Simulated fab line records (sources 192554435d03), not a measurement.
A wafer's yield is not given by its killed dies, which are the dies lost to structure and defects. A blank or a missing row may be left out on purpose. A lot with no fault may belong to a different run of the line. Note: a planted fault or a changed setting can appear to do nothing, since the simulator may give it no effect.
fab line records | flow n5-finfet
record lots=14 | wafers=42 | last-day=19
route steps=1938 shown BEOL_M2@917 BEOL_M3@931 BEOL_M4@1111
lots that met no fault: taken from a fault-free run of the same line
start-h: hours from the record's opening day to when the first of the lot's shown wafers began | wait-h: hours since the lot's step before | " unchanged from the row above | L1.1+2: a single row standing in for several wafers | - no value present, or no start provided | * or withheld: withheld | < > ~ a bound
route shown NAME@n: NAME is a module with steps in the file, n the number in the route of the first one | usual: mean/standard deviation of fault-free wafers | same: alike in all rows | chamber/n: place in a boat | sites: per-site readings | _std_site: the values' standard deviation | _edge_site: the outer-site mean with the inner-site mean subtracted | radius-mm: how far each site lies from the wafer's centre | mask NAME#n: copy n | behind: the most recent tool/chamber to have shaped the wafer | hold: the reason the lot was held/the length of the hold in hours/how it ended | device: whichever transistor did not switch (one of n, p or np) | end of line: at the end of the route, the tests of the same wafers | for a step that has no rows: nothing shown but its recipe | killed: count of dies lost to structure and defects at first sort (not the wafer's yield) | map: a wafer's dies, marking killed ones x, the rest . and places with no die _
set.NAME: the setting that was run; set.NAME@STEP: the one run at that earlier step | model.NAME: the simulator's own value behind a step, which no gauge read
the route's steps for a sample of lots (tables are steps, rows are wafers)
services: a tool's chamber out of use, with start hour (start-h, from the record's first day; less than 0 if before it), hours out, and reason
## steps
# step N5_BEOL_M2_ANNEAL_93
# recipe temp-c=400 | time-s=240 | ambient=vacuum
# usual heater-power-w=824/120
lot.wafer | tool           | chamber | start-h | wait-h | heater-power-w
L595.2    | pvd-sputter-03 | -       | 156.59  | 0.0    | 735
L595.3    | "              | -       | "       | "      | 841
L595.5    | "              | -       | "       | "      | 832
L594.2    | pvd-sputter-01 | -       | 156.74  | 0.0    | 549
L594.3    | "              | -       | "       | "      | 891
L594.6    | "              | -       | "       | "      | 871
L596.1    | pvd-sputter-02 | -       | 159.96  | 0.0    | 835
L596.4    | "              | -       | "       | "      | 1030
L596.5    | "              | -       | "       | "      | 805
L597.3    | pvd-sputter-01 | -       | 170.35  | 0.0    | 874
L597.5    | "              | -       | "       | "      | 919
L597.6    | "              | -       | "       | "      | 877
L599.2    | pvd-sputter-02 | -       | 185.13  | 0.0    | 851
L599.4    | "              | -       | "       | "      | 794
L599.6    | "              | -       | "       | "      | 788
L601.2    | pvd-sputter-03 | -       | 190.79  | 0.0    | 763
L601.3    | "              | -       | "       | "      | 846
L601.5    | "              | -       | "       | "      | 929
L602.4    | pvd-sputter-02 | -       | 192.93  | 0.0    | 906
L602.5    | "              | -       | "       | "      | 932
L602.6    | "              | -       | "       | "      | 835
L603.2    | pvd-sputter-01 | -       | 204.62  | 0.0    | 863
L603.3    | "              | -       | "       | "      | 538
L603.5    | "              | -       | "       | "      | 560
L604.1    | pvd-sputter-01 | -       | 206.46  | 0.0    | 869
L604.4    | "              | -       | "       | "      | 564
L604.6    | "              | -       | "       | "      | 885
L605.2    | pvd-sputter-01 | -       | 209.90  | 0.0    | 562
L605.3    | "              | -       | "       | "      | 862
L605.6    | "              | -       | "       | "      | 862
L609.2    | pvd-sputter-03 | -       | 247.15  | 0.0    | 946
L609.4    | "              | -       | "       | "      | 832
L609.5    | "              | -       | "       | "      | 729
L613.1    | pvd-sputter-01 | -       | 275.94  | 0.0    | 561
L613.2    | "              | -       | "       | "      | 873
L613.4    | "              | -       | "       | "      | 877
L614.1    | pvd-sputter-01 | -       | 283.87  | 0.0    | 852
L614.2    | "              | -       | "       | "      | 556
L614.3    | "              | -       | "       | "      | 885
L617.1    | pvd-sputter-03 | -       | 313.56  | 0.0    | 736
L617.5    | "              | -       | "       | "      | 828
L617.6    | "              | -       | "       | "      | 741
# step N5_BEOL_M2_PRE_CLEAN_60
# recipe gas=NH3/H2 | time-s=15 | temp-c=* | rf-power-w=300
# usual heater-power-w=84/13
lot.wafer | tool      | chamber | start-h | wait-h | heater-power-w
L595.2    | cvd-co-01 | 0       | 157.78  | 0.0    | 110
L595.3    | "         | 1       | "       | "      | 80
L595.5    | "         | 0       | "       | "      | 106
L594.2    | cvd-co-02 | 2       | 157.94  | 0.1    | 68
L594.3    | "         | 0       | "       | "      | 83
L594.6    | "         | 2       | "       | "      | 64
L596.1    | cvd-co-02 | 1       | 161.14  | 0.0    | 85
L596.4    | "         | 1       | "       | "      | 85
L596.5    | "         | 2       | "       | "      | 66
L597.3    | cvd-co-01 | 2       | 171.53  | 0.0    | 79
L597.5    | "         | 1       | "       | "      | 81
L597.6    | "         | 0       | "       | "      | 108
L599.2    | cvd-co-01 | 0       | 188.98  | 0.0    | 108
L599.4    | "         | 2       | "       | "      | 79
L599.6    | "         | 1       | "       | "      | 80
L601.2    | cvd-co-02 | 0       | 193.72  | 0.0    | 80
L601.3    | "         | 2       | "       | "      | 66
L601.5    | "         | 2       | "       | "      | 68
L602.4    | cvd-co-01 | 1       | 195.66  | 0.1    | 81
L602.5    | "         | 0       | "       | "      | 108
L602.6    | "         | 2       | "       | "      | 81
L603.2    | cvd-co-01 | 1       | 207.07  | 0.0    | 81
L603.3    | "         | 2       | "       | "      | 80
L603.5    | "         | 1       | "       | "      | 78
L604.1    | cvd-co-01 | 1       | 207.66  | 0.0    | 80
L604.4    | "         | 2       | "       | "      | 80
L604.6    | "         | 0       | "       | "      | 109
L605.2    | cvd-co-02 | 2       | 211.72  | 0.0    | 66
L605.3    | "         | 1       | "       | "      | 85
L605.6    | "         | 1       | "       | "      | 85
L609.2    | cvd-co-02 | 0       | 250.37  | 0.0    | 82
L609.4    | "         | 1       | "       | "      | 88
L609.5    | "         | 0       | "       | "      | 83
L613.1    | cvd-co-01 | 0       | 277.21  | 0.1    | 109
L613.2    | "         | 2       | "       | "      | 81
L613.4    | "         | 1       | "       | "      | 82
L614.1    | cvd-co-02 | 2       | 285.05  | 0.0    | 67
L614.2    | "         | 1       | "       | "      | 88
L614.3    | "         | 0       | "       | "      | 83
L617.1    | cvd-co-02 | 2       | 314.74  | 0.0    | 68
L617.5    | "         | 1       | "       | "      | 87
L617.6    | "         | 2       | "       | "      | 66
# step N5_BEOL_M2_DEP_57
# recipe material=SiCN | target-thk-a=80 | temp-c=withheld | precursor=3MS/NH3 | pressure-torr=3 | rf-w=202 | time-s=14
# usual showerhead-plenum-p-Torr=3.668/0.01 | showerhead-vpp-V=868/32 | throttle-valve-pct=8.9/0.5
lot.wafer | tool     | chamber | start-h | wait-h | showerhead-plenum-p-Torr | showerhead-vpp-V | throttle-valve-pct
L595.2    | pecvd-03 | 0       | 157.99  | 0.0    | 3.674                    | 856              | 9.8
L595.3    | "        | 2       | "       | "      | 3.676                    | 868              | 9.0
L595.5    | "        | 0       | "       | "      | 3.664                    | 840              | 9.7
L594.2    | pecvd-01 | 1       | 158.10  | 0.0    | 3.659                    | 877              | 9.2
L594.3    | "        | 0       | "       | "      | 3.672                    | 892              | 8.6
L594.6    | "        | 2       | "       | "      | 3.671                    | 910              | 8.2
L596.1    | pecvd-01 | 2       | 161.30  | 0.0    | 3.672                    | 915              | 8.2
L596.4    | "        | 1       | "       | "      | 3.661                    | 868              | 9.2
L596.5    | "        | 2       | "       | "      | 3.678                    | 914              | 8.1
L597.3    | pecvd-01 | 2       | 171.72  | 0.0    | 3.688                    | 906              | 8.3
L597.5    | "        | 2       | "       | "      | 3.680                    | 933              | 8.4
L597.6    | "        | 1       | "       | "      | 3.663                    | 891              | 9.2
L599.2    | pecvd-04 | 0       | 189.14  | 0.0    | 3.651                    | 850              | 8.8
L599.4    | "        | 2       | "       | "      | 3.665                    | 827              | 9.2
L599.6    | "        | 0       | "       | "      | 3.641                    | 847              | 9.0
L601.2    | pecvd-03 | 0       | 193.88  | 0.0    | 3.676                    | 841              | 10.0
L601.3    | "        | 2       | "       | "      | 3.681                    | 882              | 9.0
L601.5    | "        | 1       | "       | "      | 3.682                    | 813              | 9.3
L602.4    | pecvd-04 | 1       | 195.81  | 0.0    | 3.670                    | 900              | 9.2
L602.5    | "        | 2       | "       | "      | 3.669                    | 858              | 9.0
L602.6    | "        | 0       | "       | "      | 3.649                    | 859              | 9.1
L603.2    | pecvd-03 | 0       | 207.24  | 0.0    | 3.674                    | 840              | 9.7
L603.3    | "        | 1       | "       | "      | 3.668                    | 808              | 9.0
L603.5    | "        | 1       | "       | "      | 3.671                    | 811              | 9.0
L604.1    | pecvd-01 | 2       | 207.82  | 0.0    | 3.679                    | 908              | 8.1
L604.4    | "        | 2       | "       | "      | 3.681                    | 922              | 8.4
L604.6    | "        | 0       | "       | "      | 3.658                    | 884              | 8.6
L605.2    | pecvd-03 | 0       | 211.90  | 0.0    | 3.677                    | 841              | 9.7
L605.3    | "        | 0       | "       | "      | 3.673                    | 858              | 10.0
L605.6    | "        | 1       | "       | "      | 3.666                    | 815              | 8.9
L609.2    | pecvd-03 | 0       | 250.53  | 0.0    | 3.664                    | 838              | 9.9
L609.4    | "        | 0       | "       | "      | 3.656                    | 839              | 9.8
L609.5    | "        | 2       | "       | "      | 3.664                    | 869              | 8.2
L613.1    | pecvd-03 | 0       | 277.37  | 0.0    | 3.676                    | 845              | 9.8
L613.2    | "        | 1       | "       | "      | 3.679                    | 822              | 8.9
L613.4    | "        | 0       | "       | "      | 3.681                    | 858              | 9.7
L614.1    | pecvd-01 | 1       | 285.21  | 0.0    | 3.665                    | 895              | 9.4
L614.2    | "        | 0       | "       | "      | 3.660                    | 882              | 8.4
L614.3    | "        | 2       | "       | "      | 3.667                    | 897              | 8.2
L617.1    | pecvd-01 | 0       | 314.91  | 0.0    | 3.657                    | 898              | 8.7
L617.5    | "        | 0       | "       | "      | 3.662                    | 887              | 8.4
L617.6    | "        | 2       | "       | "      | 3.667                    | 926              | 8.5
# step N5_BEOL_M3_ILD_DEP_00
# recipe material=SiOC | target-thk-a=790 | temp-c=350 | precursor=DEMS/O2 | pressure-torr=5 | rf-w=500 | time-s=15.3
# usual heater-power-w=481/70 | showerhead-plenum-p-Torr=5.693/0.011 | showerhead-vpp-V=1366/46 | throttle-valve-pct=11.7/0.72
lot.wafer | tool     | chamber | start-h | wait-h | heater-power-w | showerhead-plenum-p-Torr | showerhead-vpp-V | throttle-valve-pct
L595.2    | pecvd-02 | 1       | 158.12  | 0.0    | 557            | 5.699                    | 1345             | 11.6
L595.3    | "        | 2       | "       | "      | 474            | 5.685                    | 1296             | 11.2
L595.5    | "        | 2       | "       | "      | 482            | 5.674                    | 1312             | 10.8
L594.2    | pecvd-01 | 1       | 158.23  | 0.0    | 472            | 5.691                    | 1387             | 12.1
L594.3    | "        | 2       | "       | "      | 409            | 5.716                    | 1448             | 10.8
L594.6    | "        | 2       | "       | "      | 408            | 5.706                    | 1439             | 10.8
L596.1    | pecvd-01 | 2       | 161.44  | 0.0    | 435            | 5.708                    | 1449             | 11.1
L596.4    | "        | 0       | "       | "      | 468            | 5.688                    | 1383             | 11.5
L596.5    | "        | 1       | "       | "      | 468            | 5.698                    | 1385             | 12.6
L597.3    | pecvd-02 | 2       | 171.85  | 0.0    | 537            | 5.681                    | 1301             | 10.8
L597.5    | "        | 2       | "       | "      | 562            | 5.673                    | 1305             | 11.2
L597.6    | "        | 0       | "       | "      | 569            | 5.691                    | 1366             | 12.8
L599.2    | pecvd-01 | 1       | 189.27  | 0.0    | 400            | 5.703                    | 1393             | 12.3
L599.4    | "        | 0       | "       | "      | 456            | 5.686                    | 1390             | 11.2
L599.6    | "        | 2       | "       | "      | 356            | 5.706                    | 1449             | 10.5
L601.2    | pecvd-01 | 2       | 194.01  | 0.0    | 418            | 5.703                    | 1427             | 11.0
L601.3    | "        | 1       | "       | "      | 400            | 5.702                    | 1405             | 12.3
L601.5    | "        | 1       | "       | "      | 403            | 5.693                    | 1407             | 12.3
L602.4    | pecvd-02 | 1       | 195.94  | 0.1    | 591            | 5.691                    | 1329             | 11.8
L602.5    | "        | 0       | "       | "      | 517            | 5.688                    | 1381             | 12.7
L602.6    | "        | 1       | "       | "      | 583            | 5.690                    | 1327             | 11.7
L603.2    | pecvd-02 | 1       | 207.39  | 0.0    | 614            | 5.692                    | 1319             | 11.7
L603.3    | "        | 2       | "       | "      | 565            | 5.681                    | 1311             | 11.1
L603.5    | "        | 0       | "       | "      | 461            | 5.676                    | 1388             | 12.7
L604.1    | pecvd-02 | 2       | 207.95  | 0.0    | 563            | 5.679                    | 1312             | 11.0
L604.4    | "        | 0       | "       | "      | 484            | 5.678                    | 1396             | 12.6
L604.6    | "        | 2       | "       | "      | 580            | 5.674                    | 1317             | 11.0
L605.2    | pecvd-01 | 2       | 212.05  | 0.0    | 340            | 5.703                    | 1440             | 10.7
L605.3    | "        | 0       | "       | "      | 514            | 5.700                    | 1383             | 11.4
L605.6    | "        | 0       | "       | "      | 510            | 5.681                    | 1361             | 11.0
L609.2    | pecvd-01 | 1       | 250.66  | 0.0    | 402            | 5.703                    | 1397             | 12.3
L609.4    | "        | 1       | "       | "      | 416            | 5.689                    | 1403             | 12.4
L609.5    | "        | 0       | "       | "      | 454            | 5.685                    | 1380             | 11.3
L613.1    | pecvd-03 | 0       | 277.50  | 0.0    | 487            | 5.715                    | 1338             | 13.1
L613.2    | "        | 2       | "       | "      | 423            | 5.681                    | 1358             | 10.9
L613.4    | "        | 2       | "       | "      | 429            | 5.694                    | 1355             | 10.8
L614.1    | pecvd-03 | 0       | 285.34  | 0.0    | 561            | 5.703                    | 1327             | 13.0
L614.2    | "        | 1       | "       | "      | 423            | 5.698                    | 1286             | 12.1
L614.3    | "        | 2       | "       | "      | 399            | 5.697                    | 1378             | 10.6
L617.1    | pecvd-02 | 1       | 315.06  | 0.0    | 597            | 5.695                    | 1330             | 11.7
L617.5    | "        | 2       | "       | "      | 492            | 5.678                    | 1323             | 11.1
L617.6    | "        | 1       | "       | "      | 597            | 5.694                    | 1326             | 11.7
# step N5_BEOL_M3_THK_MEAS_01
# recipe reads=SiOC_of_BEOL_M3_ILD_DEP_00
# usual M3_ILD_THK=78.6/1.1
lot.wafer | tool          | chamber | start-h | wait-h | M3_ILD_THK[nm]
L595.2    | film-metro-01 | -       | 158.19  | 0.1    | 77.5
L595.3    | "             | -       | "       | "      | 77.0
L595.5    | "             | -       | "       | "      | 78.7
L594.2    | film-metro-02 | -       | 158.30  | 0.1    | 79.8
L594.3    | "             | -       | "       | "      | 78.9
L594.6    | "             | -       | "       | "      | 79.6
L596.1    | film-metro-02 | -       | 161.50  | 0.0    | 77.7
L596.4    | "             | -       | "       | "      | 78.1
L596.5    | "             | -       | "       | "      | 78.8
L597.3    | film-metro-01 | -       | 171.91  | 0.1    | 77.6
L597.5    | "             | -       | "       | "      | 78.7
L597.6    | "             | -       | "       | "      | 79.0
L599.2    | film-metro-02 | -       | 189.33  | 0.1    | 77.3
L599.4    | "             | -       | "       | "      | 78.6
L599.6    | "             | -       | "       | "      | 79.0
L601.2    | film-metro-02 | -       | 194.08  | 0.1    | 79.1
L601.3    | "             | -       | "       | "      | 78.4
L601.5    | "             | -       | "       | "      | 79.1
L602.4    | film-metro-01 | -       | 196.01  | 0.1    | 78.5
L602.5    | "             | -       | "       | "      | 79.3
L602.6    | "             | -       | "       | "      | 77.1
L603.2    | film-metro-02 | -       | 207.46  | 0.1    | 77.1
L603.3    | "             | -       | "       | "      | 77.6
L603.5    | "             | -       | "       | "      | 79.2
L604.1    | film-metro-02 | -       | 208.02  | 0.0    | 77.9
L604.4    | "             | -       | "       | "      | 80.6
L604.6    | "             | -       | "       | "      | 79.6
L605.2    | film-metro-02 | -       | 212.12  | 0.1    | 79.3
L605.3    | "             | -       | "       | "      | 77.9
L605.6    | "             | -       | "       | "      | 79.1
L609.2    | film-metro-02 | -       | 250.72  | 0.1    | 78.1
L609.4    | "             | -       | "       | "      | 79.7
L609.5    | "             | -       | "       | "      | 79.7
L613.1    | film-metro-01 | -       | 277.56  | 0.0    | 49.3
L613.2    | "             | -       | "       | "      | 79.4
L613.4    | "             | -       | "       | "      | 80.8
L614.1    | film-metro-02 | -       | 285.40  | 0.0    | 49.2
L614.2    | "             | -       | "       | "      | 79.4
L614.3    | "             | -       | "       | "      | 79.2
L617.1    | film-metro-02 | -       | 315.14  | 0.1    | 77.0
L617.5    | "             | -       | "       | "      | 78.0
L617.6    | "             | -       | "       | "      | 78.0
# step N5_BEOL_M4_RC_MEAS_101
# usual DIBL_N=35.1/1.6 | DIBL_P=34.9/1.8 | IOFF_N=0.143/0.026 | IOFF_P=0.21/0.037 | ION_N=671/11 | ION_P=463/7.8 | SS_N=71.2/0.58 | SS_P=73.0/0.54 | VT_N=251/3 | VT_P=-250/4.1
lot.wafer | tool      | chamber | start-h | wait-h | DIBL_N[mV/V] | DIBL_P[mV/V] | IOFF_N[nA/um] | IOFF_P[nA/um] | ION_N[uA/um] | ION_P[uA/um] | SS_N[mV/dec] | SS_P[mV/dec] | VT_N[mV] | VT_P[mV]
L595.2    | prober-01 | 0       | 177.95  | 0.2    | 31.8         | 30.7         | 0.109         | 0.15          | 658          | 457          | 71.1         | 71.7         | 253      | -253
L595.3    | "         | 0       | "       | "      | 34.7         | 35.7         | 0.146         | 0.21          | 667          | 465          | 72.3         | 73.5         | 250      | -249
L595.5    | "         | 0       | "       | "      | 31.2         | 30.9         | 0.097         | 0.15          | 652          | 457          | 70.0         | 71.7         | 256      | -250
L594.2    | prober-02 | 0       | 187.04  | 0.2    | 36.0         | 35.6         | 0.173         | 0.22          | 682          | 468          | 71.7         | 73.0         | 248      | -247
L594.3    | "         | 0       | "       | "      | 35.5         | 35.7         | 0.165         | 0.23          | 682          | 468          | 71.4         | 73.1         | 247      | -244
L594.6    | "         | 0       | "       | "      | 38.2         | 37.7         | 0.214         | 0.27          | 690          | 469          | 71.7         | 73.6         | 246      | -242
L596.1    | prober-02 | 0       | 191.28  | 0.0    | 32.9         | 32.2         | 0.110         | 0.18          | 663          | 462          | 69.8         | 72.5         | 255      | -249
L596.4    | "         | 0       | "       | "      | 34.7         | 34.7         | 0.137         | 0.21          | 678          | 472          | 70.9         | 72.8         | 250      | -248
L596.5    | "         | 0       | "       | "      | 35.1         | 35.1         | 0.147         | 0.22          | 680          | 464          | 71.3         | 72.7         | 252      | -249
L597.3    | prober-01 | 0       | 196.47  | 0.3    | 33.5         | 33.1         | 0.131         | 0.17          | 676          | 461          | 71.2         | 72.3         | 249      | -254
L597.5    | "         | 0       | "       | "      | 33.3         | 32.9         | 0.129         | 0.17          | 670          | 453          | 71.2         | 73.0         | 251      | -255
L597.6    | "         | 0       | "       | "      | 34.0         | 33.4         | 0.138         | 0.16          | 675          | 460          | 70.9         | 73.1         | 253      | -254
L599.2    | prober-02 | 0       | 211.34  | 0.2    | 33.6         | 34.0         | 0.139         | 0.22          | 672          | 467          | 71.6         | 73.1         | 250      | -246
L599.4    | "         | 0       | "       | "      | 31.6         | 31.3         | 0.109         | 0.18          | 659          | 467          | 70.8         | 71.9         | 252      | -249
L599.6    | "         | 0       | "       | "      | 31.3         | 31.5         | 0.106         | 0.18          | 655          | 457          | 70.6         | 71.9         | 253      | -247
L602.4    | prober-01 | 0       | 230.73  | 0.5    | 35.6         | 36.1         | 0.139         | 0.21          | 675          | 467          | 71.7         | 73.2         | 250      | -250
L602.5    | "         | 0       | "       | "      | 33.0         | 33.0         | 0.098         | 0.17          | 654          | 456          | 70.8         | 72.1         | 256      | -252
L602.6    | "         | 0       | "       | "      | 37.3         | 38.3         | 0.168         | 0.24          | 690          | 474          | 72.6         | 74.0         | 248      | -245
L601.2    | prober-01 | 0       | 237.14  | 0.2    | 35.0         | 34.1         | 0.118         | 0.16          | 657          | 451          | 71.6         | 72.6         | 257      | -256
L601.3    | "         | 0       | "       | "      | 34.8         | 33.8         | 0.119         | 0.15          | 654          | 450          | 71.5         | 72.9         | 255      | -261
L601.5    | "         | 0       | "       | "      | 35.4         | 34.2         | 0.134         | 0.16          | 675          | 453          | 71.7         | 72.6         | 253      | -255
L604.1    | prober-01 | 0       | 246.28  | 0.0    | 32.3         | 30.9         | 0.105         | 0.15          | 663          | 458          | 70.3         | 72.7         | 255      | -251
L604.4    | "         | 0       | "       | "      | 35.7         | 36.4         | 0.159         | 0.22          | 677          | 466          | 71.0         | 73.3         | 248      | -246
L604.6    | "         | 0       | "       | "      | 34.8         | 34.2         | 0.141         | 0.19          | 673          | 463          | 70.4         | 73.2         | 251      | -248
L603.2    | prober-02 | 0       | 248.51  | 0.2    | 35.2         | 34.4         | 0.143         | 0.19          | 676          | 462          | 71.2         | 73.3         | 252      | -253
L603.3    | "         | 0       | "       | "      | 36.0         | 35.8         | 0.156         | 0.21          | 678          | 466          | 72.0         | 74.1         | 249      | -250
L603.5    | "         | 0       | "       | "      | 34.7         | 34.0         | 0.136         | 0.19          | 671          | 462          | 71.2         | 73.2         | 251      | -253
L605.2    | prober-01 | 0       | 250.13  | 0.2    | 34.9         | 33.6         | 0.126         | 0.17          | 671          | 460          | 71.2         | 72.4         | 255      | -254
L605.3    | "         | 0       | "       | "      | 35.5         | 35.2         | 0.131         | 0.18          | 661          | 459          | 70.9         | 73.8         | 254      | -254
L605.6    | "         | 0       | "       | "      | 34.3         | 33.2         | 0.118         | 0.16          | 664          | 454          | 70.7         | 72.8         | 254      | -256
L609.2    | prober-01 | 0       | 292.09  | 0.2    | 34.3         | 32.9         | 0.113         | 0.21          | 654          | 457          | 70.6         | 72.9         | 259      | -250
L609.4    | "         | 0       | "       | "      | 37.8         | 37.6         | 0.182         | 0.30          | 681          | 475          | 71.5         | 73.5         | 249      | -243
L609.5    | "         | 0       | "       | "      | 39.0         | 37.7         | 0.201         | 0.29          | 676          | 466          | 72.7         | 74.2         | 249      | -243
L613.2    | prober-01 | 0       | 317.88  | 0.2    | 36.4         | 36.0         | 0.156         | 0.22          | 676          | 475          | 71.6         | 73.7         | 252      | -248
L613.4    | "         | 0       | "       | "      | 33.3         | 32.2         | 0.106         | 0.16          | 656          | 455          | 70.8         | 71.9         | 255      | -252
L614.2    | prober-01 | 0       | 330.95  | 0.2    | 37.4         | 38.1         | 0.175         | 0.26          | 675          | 472          | 71.4         | 73.6         | 249      | -247
L614.3    | "         | 0       | "       | "      | 36.3         | 36.9         | 0.154         | 0.23          | 674          | 472          | 71.2         | 72.7         | 251      | -250
L617.1    | prober-01 | 0       | 340.87  | 0.0    | 35.0         | 35.3         | 0.138         | 0.21          | 667          | 463          | 71.1         | 73.1         | 249      | -248
L617.5    | "         | 0       | "       | "      | 34.8         | 36.6         | 0.135         | 0.23          | 661          | 462          | 71.2         | 73.1         | 249      | -247
L617.6    | "         | 0       | "       | "      | 35.2         | 35.1         | 0.132         | 0.21          | 677          | 474          | 71.0         | 73.1         | 249      | -248
## services
tool           | chamber | start-h | hours | kind
cvd-co-02      | -       | 135.12  | 4.3   | pm
pecvd-02       | 1       | 138.98  | 2.1   | scheduled-down
cvd-co-02      | -       | 163.65  | 6.9   | pm
pecvd-01       | 0       | 166.14  | 7.5   | repair
pvd-sputter-03 | -       | 168.35  | 2.5   | repair
pecvd-03       | 2       | 172.77  | 6.1   | repair
pecvd-01       | -       | 175.72  | 2.8   | pm
pecvd-03       | 2       | 178.89  | 2.1   | scheduled-down
pecvd-02       | 2       | 194.93  | 2.1   | scheduled-down
pecvd-03       | 2       | 202.38  | -     | clean
pecvd-03       | 2       | 202.38  | -     | consumable-replace:showerhead
pecvd-03       | 2       | 202.38  | 29.0  | scheduled-down
pecvd-03       | 2       | 202.38  | 29.0  | vent-cycle
pecvd-01       | -       | 216.05  | 2.1   | repair
pecvd-01       | 2       | 222.84  | 2.1   | scheduled-down
pecvd-01       | -       | 227.20  | 4.2   | repair
pecvd-02       | -       | 250.45  | 0.5   | repair
cvd-co-02      | -       | 254.53  | 0.8   | repair
pvd-sputter-03 | -       | 256.81  | 10.5  | repair
pecvd-04       | -       | 289.15  | 1.3   | repair
pecvd-04       | -       | 292.24  | 0.7   | repair
cvd-co-02      | 1       | 301.81  | 3.3   | repair
pecvd-01       | 1       | 308.21  | 9.5   | repair
pecvd-02       | 0       | 315.02  | 2.1   | scheduled-down
## key
first-sign step=N5_BEOL_M3_THK_MEAS_01 | reading=M3_ILD_THK | direction=down | sigmas=27 | usual=78.6 | struck=49.3
effect none on later readings
met-at N5_BEOL_M3_ILD_DEP_00
struck-lots L613,L614
struck-wafers L613.1,L614.1
later-rows-left-out L613.1,L614.1
sort-left-out L613.1,L614.1
not-acting-at N5_BEOL_M2_ANNEAL_93,N5_BEOL_M2_PRE_CLEAN_60,N5_BEOL_M2_DEP_57
fault kind=process-parameter-drift | tool=pecvd-03 | chamber=- | onset-h=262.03 | steps=N5_BEOL_M3_ILD_DEP_00 | channel=time-s | offset=* | shape=step | end-h=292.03 | scope=struck-wafers-only | acts-in=* | stated=*
# sort-left-out: the simulated sort isn't trusted on such a fault, so these wafers' sort isn't shown, and their yield isn't known
# later-rows-left-out: the simulator's readings of these wafers behind a module that went badly wrong aren't trusted and aren't shown, but for the sort
